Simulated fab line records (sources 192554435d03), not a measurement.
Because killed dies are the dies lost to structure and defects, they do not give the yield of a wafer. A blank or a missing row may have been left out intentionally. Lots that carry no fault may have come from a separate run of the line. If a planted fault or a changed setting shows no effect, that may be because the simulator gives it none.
Lot-split experiment + flow n5_finfet + 21 wafers read from 7 lots, route of 1938 steps

== SPLIT DETAILS ==
At N5_WELL_APT_COAT_02 (resist thk 950 nm), the setting spin_rpm was moved away from the recipe's 1357 rpm on 7 of the 21 wafers read, by -8.8% to +10.2%. All remaining wafers had this setting at the recipe value.

The split's own step is where the reading is taken.

== THE READING ==
coat_of_WELL_APT_COAT_02.thk_nm (the simulator's own value, which no gauge read), in nm, at N5_WELL_APT_COAT_02 (resist thk 950 nm). No usual value for it is given in the file. The 14 wafers here that ran the recipe average 952.2 nm, standard deviation 2.7 nm.

| wafer  | tool, chamber at the split | spin_rpm as run, rpm | against the recipe | coat_of_WELL_APT_COAT_02.thk_nm, nm | against lot-mates on the recipe |
|--------|----------------------------|----------------------|--------------------|-------------------------------------|---------------------------------|
| L076.1 | litho_track-01, 0          | 1357                 | recipe             | 947.9                               | -                               |
| L076.5 | litho_track-01, 0          | 1495                 | +10.2%             | 904.9                               | -43.0                           |
| L076.6 | litho_track-01, 0          | 1495                 | +10.2%             | 902.4                               | -45.5                           |
| L080.4 | litho_track-01, 0          | 1357                 | recipe             | 949.7                               | -                               |
| L080.5 | litho_track-01, 0          | 1357                 | recipe             | 950.5                               | -                               |
| L080.6 | litho_track-01, 0          | 1267                 | -6.6%              | 984.1                               | +34.0                           |
| L082.3 | litho_track-01, 0          | 1398                 | +3.0%              | 933.7                               | -14.0                           |
| L082.4 | litho_track-01, 0          | 1398                 | +3.0%              | 933.6                               | -14.1                           |
| L082.6 | litho_track-01, 0          | 1357                 | recipe             | 947.7                               | -                               |
| L083.3 | litho_track-05, 0          | 1357                 | recipe             | 953                                 | -                               |
| L083.4 | litho_track-05, 0          | 1357                 | recipe             | 954.6                               | -                               |
| L083.5 | litho_track-05, 0          | 1357                 | recipe             | 952.6                               | -                               |
| L084.1 | litho_track-02, 0          | 1357                 | recipe             | 951                                 | -                               |
| L084.3 | litho_track-02, 0          | 1357                 | recipe             | 949.8                               | -                               |
| L084.6 | litho_track-02, 0          | 1302                 | -4.1%              | 972.6                               | +22.2                           |
| L085.1 | litho_track-02, 0          | 1357                 | recipe             | 957.2                               | -                               |
| L085.3 | litho_track-02, 0          | 1357                 | recipe             | 955.1                               | -                               |
| L085.6 | litho_track-02, 0          | 1357                 | recipe             | 953.7                               | -                               |
| L096.3 | litho_track-02, 0          | 1357                 | recipe             | 953.5                               | -                               |
| L096.5 | litho_track-02, 0          | 1238                 | -8.8%              | 998.9                               | +44.8                           |
| L096.6 | litho_track-02, 0          | 1357                 | recipe             | 954.8                               | -                               |

FIT RESULTS
A straight line over all 21 wafers: coat_of_WELL_APT_COAT_02.thk_nm changes by -4.98 nm for each +1% of spin_rpm; r = -0.99; the points scatter about the line by 2.8 nm.
The same after taking each lot's own level away (the mean of its wafers on the recipe; 21 wafers): -4.69 nm for each +1%; r = -1.00; scatter 1.7 nm.
According to that fit, moving spin_rpm by its largest amount changes the reading by 48 nm.
From 947.70 to 955.33 nm: that is the span of the lots' own levels, equal to 2.8 times the standard deviation above.
Consequently the slope shifts little with the lot-to-lot level, the two slopes agreeing.
Check: for one of the wafers moved furthest among these (+10.2%), held out of the fit, the line's prediction against its lot-mates is -48.6 nm. Against them it came out at -43 nm.

== OTHER SPLITS APPLIED TO THESE WAFERS ==
Note: prior to the reading, these wafers also went through further splits. Each is held against what the fit with the lots' levels taken away leaves over:
| other split on the same wafers  | wafers away from the commonest value | r with coat_of_WELL_APT_COAT_02.thk_nm (lot level and that fit taken away) |
|---------------------------------|--------------------------------------|----------------------------------------------------------------------------|
| N5_ZERO_LAYER_EXPOSE_08 dose_mj | 9                                    | +0.08                                                                      |
| N5_ZERO_LAYER_ETCH_18 bias_w    | 4                                    | -0.14                                                                      |

== THE FILE'S OWN FIT ==
coat_of_WELL_APT_COAT_02.thk_nm changes by -4.8 nm for each +1% of spin_rpm, r = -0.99.
